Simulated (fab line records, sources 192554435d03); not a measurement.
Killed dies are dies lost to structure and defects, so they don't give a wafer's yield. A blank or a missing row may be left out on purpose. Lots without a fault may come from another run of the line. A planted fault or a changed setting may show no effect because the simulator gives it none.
fab line records | flow n5_finfet
record lots=24 wafers=72 last_day=17
route steps=1938 shown BEOL_M8@1394 BEOL_M9@1404
lots that met no fault: from a run of the same line without faults
start_h: hours from the record's first day to the start of the lot's first wafer shown | wait_h: hours since the lot's step before | " the same as in the row above | L1.1+2: a row that stands for several wafers | - no value, or no start given | * or withheld: withheld | < > ~ a bound
route shown NAME@n: a module of which the file shows steps, and the number in the route of the first | usual: mean/standard deviation of fault-free wafers | same: alike in all rows | chamber/n: place in a boat | sites: the reading at each site | _std_site: their standard deviation | _edge_site: outer sites' mean less inner sites' | radius_mm: how far each site lies from the wafer's centre | mask NAME#n: copy n | behind: the tool/chamber that last shaped the wafer | hold: why the lot was held/for how many hours/how that ended | device: the transistor (n, p or np) that didn't switch | end of line: the same wafers' tests at the end of the route | a step without rows: its recipe alone | killed: dies lost to structure and defects at the first sort, not the wafer's yield | map: a wafer's dies, x killed, . not, _ none there
set.NAME: the setting as run; set.NAME@STEP: as run at that earlier step | model.NAME: the simulator's own value behind a step, which no gauge read
steps of the route over a sample of lots; a table a step, a row a wafer
services: from which hour (start_h, from the record's first day; less than 0 if before it) a tool's chamber was out of use, for how many hours, and why
## steps
# step N5_BEOL_M8_ANNEAL_51
# recipe temp_c=225 time_s=90 ambient=N2
# usual wafer_temp_C_max=226.1/0.58
# columns lot.wafer tool chamber start_h wait_h wafer_temp_C_max
L074.2 rtp_anneal-01 0 205.84 0.3 225.5
L074.3 " 0 " " 225.9
L074.4 " 0 " " 225.7
L075.1 rtp_anneal-02 0 221.68 0.1 227.5
L075.4 " 0 " " 226.7
L075.5 " 0 " " 226.5
L077.2 rtp_anneal-01 0 223.77 0.2 225.5
L077.3 " 0 " " 226.5
L077.4 " 0 " " 225.3
L076.3 rtp_anneal-02 0 224.54 0.1 227.6
L076.5 " 0 " " 226.9
L076.6 " 0 " " 226.8
L079.1 rtp_anneal-01 0 225.22 0.1 225.4
L079.4 " 0 " " 225.6
L079.6 " 0 " " 225.5
L078.1 rtp_anneal-01 0 228.81 0.1 225.5
L078.4 " 0 " " 225.9
L078.5 " 0 " " 226.1
L080.3 rtp_anneal-01 0 242.45 0.3 225.6
L080.4 " 0 " " 225.4
L080.5 " 0 " " 225.6
L082.1 rtp_anneal-02 0 251.89 0.1 226.8
L082.4 " 0 " " 226.9
L082.6 " 0 " " 226.8
L081.3 rtp_anneal-02 0 253.06 0.9 226.7
L081.5 " 0 " " 226.7
L081.6 " 0 " " 226.3
L083.1 rtp_anneal-01 0 260.77 0.1 226.0
L083.4 " 0 " " 225.7
L083.5 " 0 " " 226.0
L085.3 rtp_anneal-02 0 274.32 0.1 226.5
L085.5 " 0 " " 226.6
L085.6 " 0 " " 226.3
L086.1 rtp_anneal-02 0 281.96 0.1 225.8
L086.5 " 0 " " 225.8
L086.6 " 0 " " 226.0
L084.1 rtp_anneal-02 0 285.05 0.1 227.4
L084.2 " 0 " " 226.2
L084.6 " 0 " " 226.6
L088.2 rtp_anneal-01 0 288.24 0.1 225.7
L088.5 " 0 " " 225.7
L088.6 " 0 " " 225.7
L087.1 rtp_anneal-01 0 295.35 0.8 225.8
L087.2 " 0 " " 226.1
L087.3 " 0 " " 225.8
L089.1 rtp_anneal-01 0 296.43 0.6 225.6
L089.4 " 0 " " 225.7
L089.6 " 0 " " 225.6
L091.1 rtp_anneal-02 0 302.03 0.1 227.0
L091.2 " 0 " " 226.3
L091.3 " 0 " " 226.7
L090.2 rtp_anneal-02 0 302.84 0.3 226.0
L090.3 " 0 " " 226.1
L090.6 " 0 " " 226.7
L093.1 rtp_anneal-02 0 312.72 0.2 226.5
L093.5 " 0 " " 226.5
L093.6 " 0 " " 226.3
L092.2 rtp_anneal-01 0 322.46 0.7 225.6
L092.4 " 0 " " 225.2
L092.5 " 0 " " 225.6
L094.1 rtp_anneal-02 0 338.27 0.2 226.2
L094.3 " 0 " " 226.9
L094.4 " 0 " " 227.0
L095.2 rtp_anneal-01 0 340.85 0.2 225.5
L095.4 " 0 " " 225.7
L095.5 " 0 " " 225.6
L096.1 rtp_anneal-01 0 344.29 0.2 225.8
L096.3 " 0 " " 225.6
L096.6 " 0 " " 225.7
L097.3 rtp_anneal-01 0 352.26 1.5 225.3
L097.4 " 0 " " 225.7
L097.6 " 0 " " 225.4
# step N5_BEOL_M9_PECVD_70
# recipe material=SiO2 target_thk_a=200 temp_c=400 precursor=TEOS/O2 pressure_torr=5.5 rf_w=450 teos_flow_sccm=53.8 gas=O2 flow_sccm=3000 time_s=22.7
# usual heater_power_w=713/110 rf_fwd_power_W=443.9/2.3 showerhead_plenum_p_Torr=8.79/0.068 throttle_valve_pct=22.6/1.4
# columns lot.wafer tool chamber start_h wait_h heater_power_w rf_fwd_power_W showerhead_plenum_p_Torr throttle_valve_pct
L074.2 pecvd-02 0 207.61 0.0 840 439.7 8.67 24.5
L074.3 " 1 " " 592 444.5 8.75 23.9
L074.4 " 0 " " 852 440.5 8.68 24.6
L075.1 pecvd-01 0 223.11 0.0 735 445.9 8.83 23.7
L075.4 " 2 " " 762 443.5 8.76 21.7
L075.5 " 0 " " 738 444.2 8.84 23.8
L077.2 pecvd-03 0 225.56 0.0 707 448.4 8.89 21.3
L077.3 " 2 " " 892 439.6 8.83 21.4
L077.4 " 1 " " 747 447.4 8.83 21.9
L076.3 pecvd-03 0 225.95 0.0 708 446.3 8.87 21.3
L076.5 " 1 " " 762 447.1 8.84 22.1
L076.6 " 2 " " 839 444.7 8.84 21.4
L079.1 pecvd-01 2 226.67 0.0 737 442.0 8.75 21.4
L079.4 " 1 " " 703 441.7 8.78 21.7
L079.6 " 2 " " 720 443.9 8.77 21.3
L078.1 pecvd-02 2 230.23 0.0 535 440.3 8.84 20.4
L078.4 " 2 " " 546 441.7 8.84 20.7
L078.5 " 0 " " 983 442.7 8.65 24.6
L080.3 pecvd-02 1 243.93 0.0 689 444.4 8.77 23.9
L080.4 " 1 " " 671 443.9 8.76 23.6
L080.5 " 2 " " 565 441.4 8.83 20.6
L082.1 pecvd-02 2 253.58 0.0 536 442.3 8.84 20.6
L082.4 " 2 " " 535 440.5 8.81 20.7
L082.6 " 1 " " 684 443.0 8.74 24.1
L081.3 pecvd-02 2 254.86 0.0 605 444.0 8.82 20.6
L081.5 " 0 " " 939 444.1 8.64 24.4
L081.6 " 2 " " 609 442.9 8.84 20.8
L083.1 pecvd-01 0 262.18 0.0 648 445.5 8.83 23.7
L083.4 " 0 " " 641 448.3 8.82 23.6
L083.5 " 2 " " 660 445.0 8.80 21.5
L085.3 pecvd-03 0 275.69 0.1 776 446.6 8.88 21.3
L085.5 " 0 " " 767 445.7 8.89 21.2
L085.6 " 1 " " 673 448.2 8.84 21.8
L086.1 pecvd-01 2 284.75 0.0 709 443.8 8.79 21.6
L086.5 " 0 " " 767 444.2 8.81 23.9
L086.6 " 1 " " 603 440.0 8.81 21.9
L084.1 pecvd-01 1 286.46 0.0 652 441.7 8.79 21.9
L084.2 " 2 " " 667 447.6 8.77 21.6
L084.6 " 2 " " 685 445.9 8.79 21.6
L088.2 pecvd-01 1 289.74 0.0 658 441.7 8.80 21.9
L088.5 " 0 " " 658 447.4 8.82 23.5
L088.6 " 1 " " 668 440.6 8.82 21.7
L087.1 pecvd-02 1 296.88 0.0 690 445.2 8.76 23.9
L087.2 " 2 " " 598 442.8 8.83 20.6
L087.3 " 0 " " 957 441.1 8.66 24.6
L089.1 pecvd-02 2 297.84 0.0 537 442.6 8.86 20.7
L089.4 " 1 " " 590 442.0 8.76 24.1
L089.6 " 0 " " 937 442.2 8.64 24.8
L091.1 pecvd-03 2 303.50 0.1 862 442.8 8.85 21.6
L091.2 " 1 " " 613 446.8 8.83 22.1
L091.3 " 0 " " 712 443.8 8.88 21.3
L090.2 pecvd-01 2 304.25 0.0 723 444.6 8.77 21.5
L090.3 " 2 " " 717 442.3 8.77 21.7
L090.6 " 2 " " 734 443.5 8.77 21.8
L093.1 pecvd-02 1 314.20 0.0 684 442.9 8.75 23.9
L093.5 " 1 " " 681 442.9 8.74 23.8
L093.6 " 0 " " 845 440.2 8.67 24.9
L092.2 pecvd-02 0 323.86 0.0 911 443.2 8.65 24.9
L092.4 " 0 " " 910 442.6 8.65 24.8
L092.5 " 2 " " 505 442.9 8.86 21.0
L094.1 pecvd-03 0 339.68 0.0 730 448.1 8.87 21.2
L094.3 " 2 " " 816 446.9 8.84 21.6
L094.4 " 2 " " 812 444.4 8.85 21.7
L095.2 pecvd-01 1 342.22 0.0 702 441.0 8.80 22.1
L095.4 " 0 " " 644 447.2 8.83 23.5
L095.5 " 2 " " 684 444.3 8.78 21.8
L096.1 pecvd-01 1 345.70 0.0 613 442.0 8.82 21.9
L096.3 " 2 " " 738 444.8 8.77 21.9
L096.6 " 1 " " 626 442.5 8.77 22.1
L097.3 pecvd-02 1 353.60 0.0 597 442.9 8.74 23.8
L097.4 " 2 " " 580 444.1 8.85 20.9
L097.6 " 1 " " 603 444.5 8.74 23.9
# step N5_BEOL_M9_HM_DEP_02
# recipe material=TiN target_thk_a=200 temp_c=25 chamber_pressure_pa=0.49996
# usual throttle_valve_pct=30.2/0.95
# columns lot.wafer tool chamber start_h wait_h throttle_valve_pct
L074.2 pvd_sputter-01 - 208.67 1.0 28.9
L074.3 " - " " 31.2
L074.4 " - " " 31.7
L075.1 pvd_sputter-03 - 224.23 1.1 31.1
L075.4 " - " " 30.3
L075.5 " - " " 28.3
L077.2 pvd_sputter-02 - 228.10 2.5 30.4
L077.3 " - " " 29.3
L077.4 " - " " 31.5
L076.3 pvd_sputter-01 - 228.20 2.2 28.9
L076.5 " - " " 28.9
L076.6 " - " " 30.3
L079.1 pvd_sputter-02 - 228.20 1.5 29.6
L079.4 " - " " 29.8
L079.6 " - " " 29.8
L078.1 pvd_sputter-01 - 230.94 0.7 28.8
L078.4 " - " " 31.0
L078.5 " - " " 28.5
L080.3 pvd_sputter-02 - 245.40 1.4 31.2
L080.4 " - " " 29.7
L080.5 " - " " 31.1
L082.1 pvd_sputter-03 - 255.03 1.4 30.1
L082.4 " - " " 28.6
L082.6 " - " " 28.6
L081.3 pvd_sputter-03 - 255.63 0.7 30.1
L081.5 " - " " 30.4
L081.6 " - " " 31.0
L083.1 pvd_sputter-03 - 264.29 2.1 31.1
L083.4 " - " " 28.3
L083.5 " - " " 30.5
L085.3 pvd_sputter-03 - 276.33 0.6 31.0
L085.5 " - " " 28.5
L085.6 " - " " 30.1
L086.1 pvd_sputter-02 - 285.45 0.7 29.7
L086.5 " - " " 29.4
L086.6 " - " " 30.3
L084.1 pvd_sputter-03 - 288.19 1.7 28.6
L084.2 " - " " 30.3
L084.6 " - " " 30.5
L088.2 pvd_sputter-01 - 292.08 2.3 28.9
L088.5 " - " " 29.1
L088.6 " - " " 30.3
L087.1 pvd_sputter-01 - 297.06 0.2 31.7
L087.2 " - " " 29.0
L087.3 " - " " 30.9
L089.1 pvd_sputter-01 - 299.60 1.7 31.7
L089.4 " - " " 29.9
L089.6 " - " " 30.3
L091.1 pvd_sputter-02 - 303.71 0.2 29.9
L091.2 " - " " 30.2
L091.3 " - " " 29.4
L090.2 pvd_sputter-01 - 306.66 2.4 31.0
L090.3 " - " " 28.9
L090.6 " - " " 30.1
L093.1 pvd_sputter-03 - 317.18 3.0 30.9
L093.5 " - " " 30.9
L093.6 " - " " 30.7
L092.2 pvd_sputter-03 - 326.41 2.5 30.4
L092.4 " - " " 30.7
L092.5 " - " " 31.2
L094.1 pvd_sputter-01 - 339.91 0.2 31.6
L094.3 " - " " 31.0
L094.4 " - " " 29.1
L095.2 pvd_sputter-01 - 342.82 0.6 29.0
L095.4 " - " " 31.7
L095.5 " - " " 31.8
L096.1 pvd_sputter-03 - 346.94 1.2 31.0
L096.3 " - " " 30.5
L096.6 " - " " 30.1
L097.3 pvd_sputter-02 - 355.19 1.6 31.5
L097.4 " - " " 29.8
L097.6 " - " " 29.6
# step N5_BEOL_M9_OVL_MEAS_12
# recipe points_per_wafer=44
# usual M9_OVL=-0.5/0.71
# columns lot.wafer tool chamber start_h wait_h M9_OVL[nm]
L074.2 overlay-01 0 209.21 0.0 -0.5
L074.3 " 0 " " -0.8
L074.4 " 0 " " 0.2
L075.1 overlay-02 0 224.63 0.0 -0.7
L075.4 " 0 " " 0.7
L075.5 " 0 " " -0.3
L077.2 overlay-01 0 228.63 0.0 -0.7
L077.3 " 0 " " -1.0
L077.4 " 0 " " -0.7
L076.3 overlay-02 0 228.67 0.0 -1.5
L076.5 " 0 " " -1.9
L076.6 " 0 " " -0.9
L079.1 overlay-01 0 228.71 0.0 -0.3
L079.4 " 0 " " -0.5
L079.6 " 0 " " -0.5
L078.1 overlay-02 0 231.34 0.0 -1.2
L078.4 " 0 " " -0.7
L078.5 " 0 " " -1.2
L080.3 overlay-02 0 245.93 0.0 -0.5
L080.4 " 0 " " -1.0
L080.5 " 0 " " -0.3
L082.1 overlay-01 0 255.43 0.0 1.6
L082.4 " 0 " " 0.3
L082.6 " 0 " " -0.1
L081.3 overlay-02 0 256.03 0.0 -0.8
L081.5 " 0 " " -0.3
L081.6 " 0 " " 0.5
L083.1 overlay-02 0 264.82 0.0 -1.1
L083.4 " 0 " " -2.3
L083.5 " 0 " " -1.2
L085.3 overlay-02 0 276.74 0.0 -0.9
L085.5 " 0 " " -0.3
L085.6 " 0 " " -0.7
L086.1 overlay-01 0 285.97 0.0 0.0
L086.5 " 0 " " -0.6
L086.6 " 0 " " -0.4
L084.1 overlay-02 0 288.59 0.0 0.3
L084.2 " 0 " " -0.7
L084.6 " 0 " " -1.2
L088.2 overlay-02 0 292.61 0.0 -0.5
L088.5 " 0 " " -0.5
L088.6 " 0 " " -0.7
L087.1 overlay-02 0 297.59 0.0 -0.5
L087.2 " 0 " " -1.0
L087.3 " 0 " " -0.5
L089.1 overlay-02 0 300.13 0.0 0.2
L089.4 " 0 " " -0.2
L089.6 " 0 " " -0.2
L091.1 overlay-02 0 304.24 0.0 0.3
L091.2 " 0 " " -0.1
L091.3 " 0 " " 0.6
L090.2 overlay-02 0 307.19 0.0 -0.5
L090.3 " 0 " " -0.3
L090.6 " 0 " " -0.3
L093.1 overlay-01 0 317.72 0.0 -0.6
L093.5 " 0 " " -1.3
L093.6 " 0 " " 0.3
L092.2 overlay-01 0 326.82 0.0 -0.6
L092.4 " 0 " " 0.4
L092.5 " 0 " " -0.3
L094.1 overlay-01 0 340.45 0.0 0.0
L094.3 " 0 " " -0.7
L094.4 " 0 " " -1.6
L095.2 overlay-01 0 343.22 0.0 -1.7
L095.4 " 0 " " -2.3
L095.5 " 0 " " -0.6
L096.1 overlay-02 0 347.34 0.0 0.2
L096.3 " 0 " " -1.5
L096.6 " 0 " " -1.5
L097.3 overlay-01 0 355.72 0.0 -0.6
L097.4 " 0 " " 0.0
L097.6 " 0 " " 0.0
# step N5_BEOL_M9_PRE_CLEAN_45
# recipe gas=H2/He time_s=30 temp_c=250
# usual heater_power_w=341/34
# columns lot.wafer tool chamber start_h wait_h heater_power_w
L074.2 pvd_sputter-01 - 213.46 0.0 300
L074.3 " - " " 331
L074.4 " - " " 389
L075.1 pvd_sputter-01 - 228.42 0.0 372
L075.4 " - " " 302
L075.5 " - " " 370
L077.2 pvd_sputter-02 - 230.84 0.0 365
L077.3 " - " " 281
L077.4 " - " " 294
L076.3 pvd_sputter-01 - 231.08 0.0 332
L076.5 " - " " 303
L076.6 " - " " 368
L079.1 pvd_sputter-01 - 231.80 0.0 372
L079.4 " - " " 309
L079.6 " - " " 369
L078.1 pvd_sputter-01 - 234.99 0.0 303
L078.4 " - " " 324
L078.5 " - " " 340
L080.3 pvd_sputter-01 - 249.96 0.0 310
L080.4 " - " " 396
L080.5 " - " " 309
L082.1 pvd_sputter-01 - 257.65 0.0 331
L082.4 " - " " 378
L082.6 " - " " 332
L081.3 pvd_sputter-03 - 260.99 0.0 393
L081.5 " - " " 348
L081.6 " - " " 319
L083.1 pvd_sputter-01 - 267.15 0.0 301
L083.4 " - " " 397
L083.5 " - " " 333
L085.3 pvd_sputter-02 - 279.45 0.0 301
L085.5 " - " " 323
L085.6 " - " " 368
L086.1 pvd_sputter-03 - 288.53 0.0 315
L086.5 " - " " 320
L086.6 " - " " 318
L084.1 pvd_sputter-03 - 293.03 0.0 363
L084.2 " - " " 310
L084.6 " - " " 385
L088.2 pvd_sputter-03 - 294.78 0.0 313
L088.5 " - " " 398
L088.6 " - " " 317
L087.1 pvd_sputter-02 - 301.34 0.0 301
L087.2 " - " " 281
L087.3 " - " " 367
L089.1 pvd_sputter-02 - 303.47 0.0 367
L089.4 " - " " 299
L089.6 " - " " 284
L091.1 pvd_sputter-03 - 308.06 0.0 314
L091.2 " - " " 344
L091.3 " - " " 321
L090.2 pvd_sputter-03 - 309.72 0.0 387
L090.3 " - " " 323
L090.6 " - " " 315
L093.1 pvd_sputter-03 - 320.74 0.0 386
L093.5 " - " " 310
L093.6 " - " " 323
L092.2 pvd_sputter-02 - 331.35 0.0 294
L092.4 " - " " 335
L092.5 " - " " 327
L094.1 pvd_sputter-01 - 343.56 0.0 296
L094.3 " - " " 333
L094.4 " - " " 391
L095.2 pvd_sputter-03 - 346.90 0.0 309
L095.4 " - " " 353
L095.5 " - " " 321
L096.1 pvd_sputter-02 - 350.72 0.0 369
L096.3 " - " " 295
L096.6 " - " " 325
L097.3 pvd_sputter-03 - 358.06 0.0 311
L097.4 " - " " 398
L097.6 " - " " 312
# step N5_BEOL_M9_SPUTTER_48
# recipe material=Cu target_thk_a=120 temp_c=-20 bias_v=60 power_w=26000 chamber_pressure_pa=0.13 time_s=2
# usual throttle_valve_pct=30.2/0.9
# columns lot.wafer tool chamber start_h wait_h throttle_valve_pct
L074.2 pvd_sputter-02 - 214.43 0.2 31.3
L074.3 " - " " 30.2
L074.4 " - " " 29.4
L075.1 pvd_sputter-02 - 229.28 0.2 29.5
L075.4 " - " " 31.4
L075.5 " - " " 29.5
L077.2 pvd_sputter-01 - 231.48 0.1 31.7
L077.3 " - " " 28.8
L077.4 " - " " 30.4
L076.3 pvd_sputter-01 - 232.00 0.1 31.5
L076.5 " - " " 29.2
L076.6 " - " " 30.1
L079.1 pvd_sputter-01 - 232.42 0.1 31.8
L079.4 " - " " 29.0
L079.6 " - " " 30.3
L078.1 pvd_sputter-01 - 235.67 0.1 30.1
L078.4 " - " " 31.7
L078.5 " - " " 31.2
L080.3 pvd_sputter-03 - 250.97 0.1 30.8
L080.4 " - " " 30.4
L080.5 " - " " 30.8
L082.1 pvd_sputter-03 - 260.07 0.1 30.3
L082.4 " - " " 30.7
L082.6 " - " " 28.5
L081.3 pvd_sputter-02 - 261.77 0.1 31.1
L081.5 " - " " 29.4
L081.6 " - " " 31.5
L083.1 pvd_sputter-03 - 268.01 0.1 30.4
L083.4 " - " " 31.2
L083.5 " - " " 30.2
L085.3 pvd_sputter-02 - 280.56 0.1 29.3
L085.5 " - " " 31.2
L085.6 " - " " 29.8
L086.1 pvd_sputter-01 - 289.16 0.2 31.3
L086.5 " - " " 30.5
L086.6 " - " " 31.0
L084.1 pvd_sputter-02 - 294.28 0.1 29.9
L084.2 " - " " 29.6
L084.6 " - " " 29.5
L088.2 pvd_sputter-01 - 295.62 0.1 29.2
L088.5 " - " " 31.7
L088.6 " - " " 31.1
L087.1 pvd_sputter-03 - 302.10 0.2 30.3
L087.2 " - " " 31.1
L087.3 " - " " 28.7
L089.1 pvd_sputter-02 - 304.05 0.1 31.3
L089.4 " - " " 29.6
L089.6 " - " " 29.8
L091.1 pvd_sputter-02 - 308.74 0.1 29.7
L091.2 " - " " 29.3
L091.3 " - " " 30.1
L090.2 pvd_sputter-03 - 312.18 0.1 28.5
L090.3 " - " " 30.7
L090.6 " - " " 28.3
L093.1 pvd_sputter-03 - 321.39 0.1 30.2
L093.5 " - " " 30.3
L093.6 " - " " 28.3
L092.2 pvd_sputter-02 - 331.97 0.1 30.2
L092.4 " - " " 29.5
L092.5 " - " " 29.4
L094.1 pvd_sputter-03 - 344.46 0.1 30.9
L094.3 " - " " 30.1
L094.4 " - " " 30.6
L095.2 pvd_sputter-02 - 347.58 0.1 30.1
L095.4 " - " " 29.5
L095.5 " - " " 30.0
L096.1 pvd_sputter-01 - 352.33 0.1 29.1
L096.3 " - " " 31.0
L096.6 " - " " 31.6
L097.3 pvd_sputter-03 - 358.66 0.1 30.3
L097.4 " - " " 31.2
L097.6 " - " " 30.4
## services
# columns tool chamber start_h hours kind
pecvd-02 - 189.03 6.0 pm
pecvd-03 0 199.89 3.5 repair
pecvd-01 2 240.38 2.1 scheduled_down
pecvd-03 - 268.76 0.7 repair
pecvd-03 - 270.53 0.7 repair
pecvd-03 2 273.06 3.7 repair
pecvd-02 2 273.24 6.8 repair
pecvd-01 1 289.93 18.0 repair
pecvd-01 0 293.05 6.1 repair
pvd_sputter-01 - 300.26 1.2 repair
pecvd-03 - 307.08 2.8 pm
pecvd-03 0 315.04 5.0 scheduled_down
pecvd-01 2 315.64 3.9 repair
pecvd-01 - 318.23 0.4 repair
pecvd-01 2 320.63 5.5 scheduled_down
pvd_sputter-01 - 330.77 4.0 repair
pecvd-03 2 345.36 5.5 scheduled_down
rtp_anneal-02 - 349.48 4.0 pm
## key
fault none
